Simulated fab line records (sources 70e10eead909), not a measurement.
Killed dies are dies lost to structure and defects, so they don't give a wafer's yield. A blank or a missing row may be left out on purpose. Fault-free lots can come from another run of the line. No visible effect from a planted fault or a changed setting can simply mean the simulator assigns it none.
Chamber matching | flow nandHarc | 4 sister chambers for NHARC_A_SLIT_DESCUM_14 on rieDiel-02
The step chemistry O2, time 3 s. 14 wafers are shown with their chamber, then 7 later ones without.

== EACH WAFER AND ITS CHAMBER ==
wafer  | chamber | showerheadPlenumPTorr (Torr) | oesProductAu (a.u.) | rfVppV (V)
L075.1 | 2       | 1.83                         | 1.004               | 57.8
L075.2 | 0       | 2.03                         | 0.989               | 59.0
L075.5 | 2       | 1.84                         | 1.000               | 56.5
L078.1 | 1       | 1.98                         | 0.978               | 57.9
L078.2 | 2       | 1.83                         | 0.993               | 55.7
L078.5 | 0       | 2.03                         | 0.992               | 58.8
L081.1 | 3       | 1.95                         | 0.997               | 58.6
L081.3 | 1       | 1.98                         | 0.985               | 59.1
L081.5 | 3       | 1.95                         | 1.002               | 59.3
L084.3 | 2       | 1.83                         | 1.001               | 57.6
L084.5 | 1       | 1.98                         | 0.981               | 59.0
L084.6 | 0       | 2.02                         | 1.008               | 58.4
L086.1 | 3       | 1.95                         | 1.007               | 57.4
L086.3 | 1       | 1.98                         | 0.981               | 58.8

SIGNATURES, as means of the wafers listed above
reading               | chamber 0 | chamber 1 | chamber 2 | chamber 3 | scatter within a chamber
showerheadPlenumPTorr | 2.0267    | 1.9800    | 1.8325    | 1.9500    | 0.00376
oesProductAu          | 0.99633   | 0.98125   | 0.99950   | 1.00200   | 0.0059
rfVppV                | 58.733    | 58.700    | 56.900    | 58.433    | 0.764
Rule: distance of a wafer from a chamber = root of the sum over the readings of ((wafer's reading minus chamber's mean) / reading's scatter) squared. If the next closest chamber is less than 2 further off than the closest, the wafer can't be placed; otherwise it belongs to the closest. The scatter: the root of (the sum of the squares of (reading less its chamber's mean) over the shown wafers, divided by (wafers less chambers)).

== WAFERS MISSING THEIR CHAMBER ==
wafer  | showerheadPlenumPTorr (Torr) | oesProductAu (a.u.) | rfVppV (V)
L086.6 | 1.95                         | 1.003               | 58.6
L085.2 | 1.83                         | 1.006               | 57.2
L085.3 | 2.02                         | 1.013               | 56.6
L085.5 | 1.98                         | 0.987               | 58.7
L097.2 | 1.98                         | 0.987               | 58.1
L097.4 | 1.95                         | 0.997               | 58.7
L097.6 | 1.83                         | 0.992               | 58.1

== WHICH CHAMBER EACH WENT THROUGH ==
wafer  | from the rows above | in truth
L086.6 | 3                   | 3
L085.2 | 2                   | 2
L085.3 | 0                   | 0
L085.5 | 1                   | 1
L097.2 | 1                   | 1
L097.4 | 3                   | 3
L097.6 | 2                   | 2
Correctly placed: 7 of 7. Number that these rows cannot place: 0. Number placed wrongly: 0.
